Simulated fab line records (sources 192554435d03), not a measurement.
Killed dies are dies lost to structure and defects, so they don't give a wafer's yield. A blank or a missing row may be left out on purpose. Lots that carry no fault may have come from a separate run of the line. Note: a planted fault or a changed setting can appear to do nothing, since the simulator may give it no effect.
Which tool is to blame? -- flow n5_finfet -- route of 1938 steps, sampled at 1 step: 11 lots, 33 wafers

## WHAT EACH GAUGE READ, for each wafer
N5_HKMG_FIN_CD_MEAS_49: the cd target is 202 nm.
lot,measured,on,cd_nm (nm)
L076,day 4 11:57,cd_sem-03,202.7 202.8 201.7
L079,day 5 07:32,cd_sem-02,202.7 203.0 202.8
L081,day 5 19:05,cd_sem-02,203.1 203.3 202.1
L083,day 6 04:01,cd_sem-03,202.5 203.4 203.0
L085,day 6 18:16,cd_sem-01,203.1 202.9 203.1
L086,day 8 06:48,cd_sem-01,201.4 201.5 202.5
L089,day 8 09:42,cd_sem-01,203.0 203.4 202.6
L093,day 9 12:49,cd_sem-03,201.7 201.5 201.5
L094,day 9 19:09,cd_sem-02,202.3 201.2 202.3
L092,day 9 21:31,cd_sem-03,202.3 202.3 201.7
L097,day 10 06:08,cd_sem-02,203.0 203.3 202.7

## EACH LOT AND THE TOOL THAT RAN IT (in order: tool; ch and the chambers of the sampled wafers; start)
No process step before these readings appears in the record.

## THE ANSWER, worked out from the rows above alone
Rule: usual is defined by the lots themselves. The widest of any qualifying gaps counts: lots, ordered by their means at a reading, are off when they make up no more than a third of the lots, leave a main group of 4 or more, and stand apart from it by 3 or more times the standard deviation of that group's means. A main group is skipped when, at the precision printed for the reading in the tables above, its means are all equal. A lot without any number at a reading at which 4 lots or more have one is off too. Where the step has rows for the other lots, those lots are counted as sound.
No lot is off on any of the readings shown, so nothing can be concluded from this.

## WHAT THE SIMULATOR PUT IN
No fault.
